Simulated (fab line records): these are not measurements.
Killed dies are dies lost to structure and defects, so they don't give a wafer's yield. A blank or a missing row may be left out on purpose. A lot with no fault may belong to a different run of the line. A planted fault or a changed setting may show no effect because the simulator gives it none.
The tool behind it: which one?	flow n5-finfet	63 wafers from 21 lots sampled at 6 of the route's 1938 steps

## WHAT THE GAUGES SHOWED, per wafer
N5_FIN_SAQP_INSPECT_40: inspects for defects (brightfield).
lot	measured	on	raw-defect-count
L074	day 2 02:04	defect-inspect-02	230 178 141
L075	day 2 09:13	defect-inspect-02	117 60 104
L076	day 2 15:01	defect-inspect-02	208 162 229
L077	day 2 20:52	defect-inspect-02	109 171 137
L079	day 3 11:52	defect-inspect-02	233 226 401
L080	day 3 17:21	defect-inspect-01	154 164 117
L081	day 3 23:02	defect-inspect-01	238 207 203
L082	day 4 03:41	defect-inspect-02	273 229 416
L083	day 4 08:46	defect-inspect-01	203 223 214
L084	day 4 16:43	defect-inspect-01	246 230 300
L085	day 4 21:15	defect-inspect-01	236 271 227
L086	day 5 04:38	defect-inspect-02	168 329 248
L087	day 5 09:38	defect-inspect-02	167 164 151
L088	day 5 15:01	defect-inspect-02	272 200 356
L089	day 5 22:13	defect-inspect-02	369 255 255
L090	day 6 02:27	defect-inspect-01	263 166 175
L091	day 6 08:22	defect-inspect-02	265 156 272
L092	day 6 13:56	defect-inspect-01	275 242 425
L094	day 7 03:10	defect-inspect-02	240 193 214
L095	day 7 07:53	defect-inspect-01	208 121 219
L097	day 7 21:00	defect-inspect-01	140 219 116

## WHICH TOOL RAN EACH LOT (tool, then ch and the chambers of the sampled wafers, then the start)
lot	N5_ZERO_LAYER_STRIP_24	N5_FIN_SAQP_DESCUM_21	N5_FIN_SAQP_ETCH_65	N5_FIN_SAQP_ETCH_34	N5_FIN_SAQP_STRIP_77
L074	plasma-asher-02 ch 0,1, day 1 13:02	rie-diel-04 ch 0,1,2, day 1 21:23	rie-si-03 ch 0,1,2, day 1 23:58	rie-diel-02 ch 0,2,3, day 2 01:35	rie-diel-02 ch 0,2,3, day 2 01:37
L075	plasma-asher-02 ch 0,1, day 1 18:55	rie-diel-02 ch 0,1, day 2 05:04	rie-si-04 ch 1,3, day 2 07:13	rie-diel-04 ch 2,3, day 2 08:44	rie-diel-04 ch 2,3, day 2 08:46
L076	plasma-asher-01 ch 0,1, day 2 01:04	rie-diel-04 ch 1,2, day 2 10:49	rie-si-03 ch 0,2,3, day 2 13:01	rie-diel-03 ch 1,2, day 2 14:32	rie-diel-03 ch 1,2, day 2 14:34
L077	plasma-asher-02 ch 0, day 2 07:00	rie-diel-02 ch 1,2,3, day 2 16:18	rie-si-02 ch 2,3, day 2 18:29	rie-diel-03 ch 0,1, day 2 20:24	rie-diel-03 ch 0,1, day 2 20:25
L079	plasma-asher-01 ch 0,1, day 2 19:13	rie-diel-02 ch 0,3, day 3 06:03	rie-si-02 ch 1,2,3, day 3 09:46	rie-diel-03 ch 2,3, day 3 11:25	rie-diel-03 ch 2,3, day 3 11:26
L080	plasma-asher-02 ch 0,1, day 3 01:02	rie-diel-02 ch 0,3, day 3 10:37	rie-si-04 ch 0,1, day 3 15:23	rie-diel-04 ch 1,2,3, day 3 16:53	rie-diel-04 ch 1,2,3, day 3 16:54
L081	plasma-asher-02 ch 0,1, day 3 07:19	rie-diel-03 ch 1,3, day 3 17:16	rie-si-03 ch 0,1,2, day 3 19:31	rie-diel-04 ch 0,1,2, day 3 22:34	rie-diel-04 ch 0,1,2, day 3 22:35
L082	plasma-asher-02 ch 0,1, day 3 13:19	rie-diel-02 ch 0,1,3, day 3 23:14	rie-si-03 ch 1,2,3, day 4 01:26	rie-diel-04 ch 1,2,3, day 4 03:13	rie-diel-04 ch 1,2,3, day 4 03:14
L083	plasma-asher-02 ch 0,1, day 3 18:58	rie-diel-02 ch 1,2,3, day 4 03:37	rie-si-04 ch 0,1,2, day 4 05:47	rie-diel-04 ch 0,3, day 4 08:18	rie-diel-04 ch 0,3, day 4 08:20
L084	plasma-asher-02 ch 0,1, day 4 01:03	rie-diel-04 ch 1,2,3, day 4 11:10	rie-si-03 ch 0,3, day 4 13:48	rie-diel-02 ch 1,2, day 4 16:15	rie-diel-02 ch 1,2, day 4 16:16
L085	plasma-asher-01 ch 0,1, day 4 07:05	rie-diel-03 ch 0,1, day 4 16:44	rie-si-02 ch 0,1,3, day 4 18:55	rie-diel-02 ch 1,2, day 4 20:47	rie-diel-02 ch 1,2, day 4 20:49
L086	plasma-asher-02 ch 0,1, day 4 13:07	rie-diel-04 ch 0,2,3, day 4 22:03	rie-si-02 ch 0,1,2, day 5 01:34	rie-diel-04 ch 0,1,2, day 5 04:10	rie-diel-04 ch 0,1,2, day 5 04:11
L087	plasma-asher-02 ch 0,1, day 4 19:30	rie-diel-02 ch 0,1, day 5 05:07	rie-si-03 ch 0,3, day 5 07:38	rie-diel-03 ch 0,1,3, day 5 09:09	rie-diel-03 ch 0,1,3, day 5 09:11
L088	plasma-asher-01 ch 0,1, day 5 00:53	rie-diel-04 ch 1,2, day 5 10:32	rie-si-04 ch 0,1,3, day 5 12:49	rie-diel-03 ch 1,2,3, day 5 14:34	rie-diel-03 ch 1,2,3, day 5 14:35
L089	plasma-asher-02 ch 0,1, day 5 06:53	rie-diel-04 ch 1,2,3, day 5 16:08	rie-si-04 ch 0,1,2, day 5 19:35	rie-diel-02 ch 1,2,3, day 5 21:44	rie-diel-02 ch 1,2,3, day 5 21:46
L090	plasma-asher-01 ch 0,1, day 5 13:17	rie-diel-03 ch 1,2,3, day 5 21:45	rie-si-04 ch 0,1,2, day 5 23:55	rie-diel-02 ch 0,1,2, day 6 01:59	rie-diel-02 ch 0,1,2, day 6 02:00
L091	plasma-asher-01 ch 0,1, day 5 18:55	rie-diel-04 ch 0,1, day 6 03:50	rie-si-04 ch 1,2, day 6 06:00	rie-diel-02 ch 1,2,3, day 6 07:54	rie-diel-02 ch 1,2,3, day 6 07:55
L092	plasma-asher-02 ch 0,1, day 6 00:55	rie-diel-03 ch 0,2,3, day 6 09:47	rie-si-03 ch 0,2,3, day 6 11:55	rie-diel-02 ch 0,1, day 6 13:28	rie-diel-02 ch 0,1, day 6 13:30
L094	plasma-asher-01 ch 0,1, day 6 12:55	rie-diel-04 ch 0,1,3, day 6 21:50	rie-si-02 ch 0,1,3, day 7 00:51	rie-diel-04 ch 0,3, day 7 02:41	rie-diel-04 ch 0,3, day 7 02:43
L095	plasma-asher-01 ch 0,1, day 6 18:54	rie-diel-04 ch 0,1, day 7 03:13	rie-si-02 ch 0,2, day 7 05:46	rie-diel-02 ch 2,3, day 7 07:25	rie-diel-02 ch 2,3, day 7 07:26
L097	plasma-asher-02 ch 0,1, day 7 07:01	rie-diel-03 ch 1,2,3, day 7 16:32	rie-si-04 ch 0,1,2, day 7 18:44	rie-diel-03 ch 1,2,3, day 7 20:32	rie-diel-03 ch 1,2,3, day 7 20:34
- N5_ZERO_LAYER_STRIP_24: strips in O2.
- N5_FIN_SAQP_DESCUM_21: chemistry O2, time 7.9 s.
- N5_FIN_SAQP_ETCH_65: etches SiO2 in CF4, target depth 4 nm, time 4.4 s.
- N5_FIN_SAQP_ETCH_34: etches SiO2 in C4F6/O2, target depth 45 nm, time 15 s.
- N5_FIN_SAQP_STRIP_77: strips in N2/H2, time 90 s.

## WHAT THE TOOLS THEMSELVES READ (means of the sampled wafers that have a number; where no wafer has one, the mark that the record gives instead)
N5_ZERO_LAYER_STRIP_24.
lot	tool	drypump-motor-current-A (A)	heater-power-w (W)	oes-product-au (a.u.)	strip-time-to-endpoint-s (s)
L074	plasma-asher-02	5.5	365	0.647	43.66
L075	plasma-asher-02	5.6	370	0.649	43.80
L076	plasma-asher-01	5.4	374	0.645	43.83
L077	plasma-asher-02	5.7	380	0.648	43.86
L079	plasma-asher-01	5.4	373	0.649	43.87
L080	plasma-asher-02	5.5	376	0.646	43.87
L081	plasma-asher-02	5.6	370	0.650	43.81
L082	plasma-asher-02	5.6	377	0.644	43.99
L083	plasma-asher-02	5.5	364	0.647	43.83
L084	plasma-asher-02	5.5	372	0.646	43.79
L085	plasma-asher-01	5.5	367	0.643	43.87
L086	plasma-asher-02	5.5	364	0.646	43.98
L087	plasma-asher-02	5.6	380	0.648	43.68
L088	plasma-asher-01	5.5	377	0.647	43.84
L089	plasma-asher-02	5.5	364	0.648	43.99
L090	plasma-asher-01	5.8	387	0.647	43.92
L091	plasma-asher-01	5.4	375	0.651	43.80
L092	plasma-asher-02	5.5	374	0.643	43.79
L094	plasma-asher-01	5.5	375	0.641	43.87
L095	plasma-asher-01	5.5	374	0.651	43.79
L097	plasma-asher-02	5.5	374	0.644	43.86

N5_FIN_SAQP_DESCUM_21.
lot	tool	drypump-motor-current-A (A)	oes-product-au (a.u.)	rf-vpp-V (V)	showerhead-plenum-p-Torr (Torr)	throttle-valve-pct (%)
L074	rie-diel-04	5.3	0.74	244.3	2.11	20.58
L075	rie-diel-02	6.0	0.73	241.6	2.04	20.30
L076	rie-diel-04	5.7	0.77	244.5	2.15	20.68
L077	rie-diel-02	5.6	0.79	242.3	2.04	20.31
L079	rie-diel-02	5.2	0.72	241.4	1.99	20.71
L080	rie-diel-02	5.2	0.72	241.4	1.98	20.71
L081	rie-diel-03	5.3	0.84	243.7	2.11	20.22
L082	rie-diel-02	5.6	0.70	241.6	2.01	20.49
L083	rie-diel-02	5.6	0.77	241.9	2.03	20.32
L084	rie-diel-04	5.8	0.74	243.1	2.11	20.60
L085	rie-diel-03	5.8	0.94	242.8	2.07	20.53
L086	rie-diel-04	5.4	0.71	242.5	2.06	20.52
L087	rie-diel-02	6.0	0.71	242.5	2.03	20.34
L088	rie-diel-04	5.4	0.73	243.1	2.11	20.66
L089	rie-diel-04	5.7	0.72	242.6	2.10	20.63
L090	rie-diel-03	5.4	0.77	242.9	2.11	20.31
L091	rie-diel-04	5.6	0.73	244.4	2.13	20.70
L092	rie-diel-03	5.7	0.80	243.2	2.11	20.46
L094	rie-diel-04	5.7	0.71	243.6	2.09	20.62
L095	rie-diel-04	5.7	0.73	244.1	2.13	20.70
L097	rie-diel-03	5.5	0.76	242.5	2.10	20.35

N5_FIN_SAQP_ETCH_65.
lot	tool	drypump-motor-current-A (A)	oes-product-au (a.u.)	throttle-valve-pct (%)
L074	rie-si-03	5.7	1.024	21.66
L075	rie-si-04	5.8	0.981	21.44
L076	rie-si-03	6.0	1.010	21.71
L077	rie-si-02	5.1	1.013	21.82
L079	rie-si-02	5.6	1.016	21.64
L080	rie-si-04	5.9	0.971	21.80
L081	rie-si-03	5.7	1.016	21.66
L082	rie-si-03	5.6	0.988	21.78
L083	rie-si-04	5.9	0.992	21.91
L084	rie-si-03	5.9	1.002	21.82
L085	rie-si-02	5.7	1.003	21.52
L086	rie-si-02	5.5	1.003	21.76
L087	rie-si-03	5.9	0.997	21.81
L088	rie-si-04	5.9	0.980	21.62
L089	rie-si-04	5.9	0.992	21.91
L090	rie-si-04	6.0	0.989	21.92
L091	rie-si-04	5.9	0.986	21.91
L092	rie-si-03	6.0	1.006	21.70
L094	rie-si-02	5.7	0.998	21.53
L095	rie-si-02	5.0	1.003	21.95
L097	rie-si-04	5.9	0.985	21.90

N5_FIN_SAQP_ETCH_34.
lot	tool	O2_flow_sccm (sccm)	drypump-motor-current-A (A)	etch-rf-on-time-s (s)	oes-product-au (a.u.)	rf-vpp-V (V)	showerhead-plenum-p-Torr (Torr)	throttle-valve-pct (%)
L074	rie-diel-02	10.002	5.2	15.07	0.69	664	2.75	21.16
L075	rie-diel-04	9.987	5.5	15.08	0.62	666	2.81	21.05
L076	rie-diel-03	9.987	5.5	14.84	0.73	689	2.80	20.76
L077	rie-diel-03	10.009	5.6	14.82	0.70	684	2.79	20.99
L079	rie-diel-03	9.992	5.4	15.35	0.65	672	2.93	21.00
L080	rie-diel-04	9.983	5.7	14.98	0.63	672	2.86	21.18
L081	rie-diel-04	10.024	5.4	14.69	0.63	676	2.86	21.24
L082	rie-diel-04	10.026	5.8	15.03	0.62	672	2.86	21.18
L083	rie-diel-04	9.939	5.8	15.06	0.61	671	2.80	21.06
L084	rie-diel-02	10.001	6.0	15.25	0.65	662	2.79	20.73
L085	rie-diel-02	10.007	6.0	15.28	0.65	663	2.79	20.73
L086	rie-diel-04	10.000	5.3	14.94	0.62	676	2.85	21.24
L087	rie-diel-03	9.986	5.5	14.88	0.74	677	2.85	21.00
L088	rie-diel-03	9.995	5.5	15.02	0.67	680	2.86	20.92
L089	rie-diel-02	9.985	5.6	15.09	0.72	669	2.87	20.81
L090	rie-diel-02	10.007	5.5	15.23	0.65	663	2.76	21.04
L091	rie-diel-02	9.970	5.6	14.89	0.72	669	2.86	20.81
L092	rie-diel-02	9.990	6.0	15.43	0.60	665	2.77	20.99
L094	rie-diel-04	10.006	5.8	15.17	0.59	671	2.79	21.09
L095	rie-diel-02	10.034	5.3	14.53	0.79	674	2.94	20.88
L097	rie-diel-03	9.999	5.5	15.07	0.65	680	2.85	20.94

N5_FIN_SAQP_STRIP_77.
lot	tool	drypump-motor-current-A (A)	h2-flow-sccm (sccm)	oes-product-au (a.u.)	rf-vpp-V (V)	showerhead-plenum-p-Torr (Torr)	throttle-valve-pct (%)
L074	rie-diel-02	5.2	300.0	0.80	45.0	3.25	12.23
L075	rie-diel-04	5.5	301.3	0.73	45.6	3.35	12.33
L076	rie-diel-03	5.5	299.0	0.84	45.8	3.32	11.92
L077	rie-diel-03	5.6	299.7	0.82	45.7	3.31	12.09
L079	rie-diel-03	5.4	300.2	0.76	44.4	3.50	12.25
L080	rie-diel-04	5.8	299.4	0.74	45.4	3.39	12.38
L081	rie-diel-04	5.4	300.3	0.73	45.3	3.41	12.52
L082	rie-diel-04	5.8	299.2	0.74	45.4	3.39	12.39
L083	rie-diel-04	5.8	299.9	0.71	45.3	3.35	12.41
L084	rie-diel-02	6.0	299.0	0.77	44.8	3.33	12.06
L085	rie-diel-02	6.0	300.0	0.77	45.4	3.33	12.06
L086	rie-diel-04	5.3	299.8	0.72	45.3	3.40	12.54
L087	rie-diel-03	5.5	299.0	0.86	45.2	3.39	12.07
L088	rie-diel-03	5.5	300.8	0.78	45.2	3.40	12.15
L089	rie-diel-02	5.6	300.0	0.86	45.7	3.41	11.94
L090	rie-diel-02	5.6	300.0	0.77	45.2	3.29	12.23
L091	rie-diel-02	5.6	299.9	0.84	46.7	3.40	11.98
L092	rie-diel-02	6.0	299.8	0.70	46.0	3.28	12.26
L094	rie-diel-04	5.8	299.9	0.69	45.8	3.34	12.48
L095	rie-diel-02	5.3	299.2	0.92	45.7	3.48	11.86
L097	rie-diel-03	5.5	299.3	0.75	45.6	3.39	12.19

## THE ANSWER, worked out from the rows above alone
Rule: what is usual is taken from the lots themselves. Put in order of their means at a reading, lots are off if they are a third of the lots or fewer, leave a main group of 4 or more, and stand apart from it by a gap of 3 or more times the standard deviation of the main group's means; of several such gaps the widest counts. Not used: any main group whose means are identical at the precision the tables above print for the reading. A lot without any number at a reading at which 4 lots or more have one is off too. The other lots that the step has rows for count as sound. Order of review: gauges by route order, followed by the tools' own readings, for which a lot's mean as printed above is used. At the first step where some lot is off, the reading lying furthest off is the one used; lots without a number count as furthest.
None of the lots is off at any reading shown; this tells nothing.

## WHAT HAD BEEN PUT IN BY THE SIMULATOR
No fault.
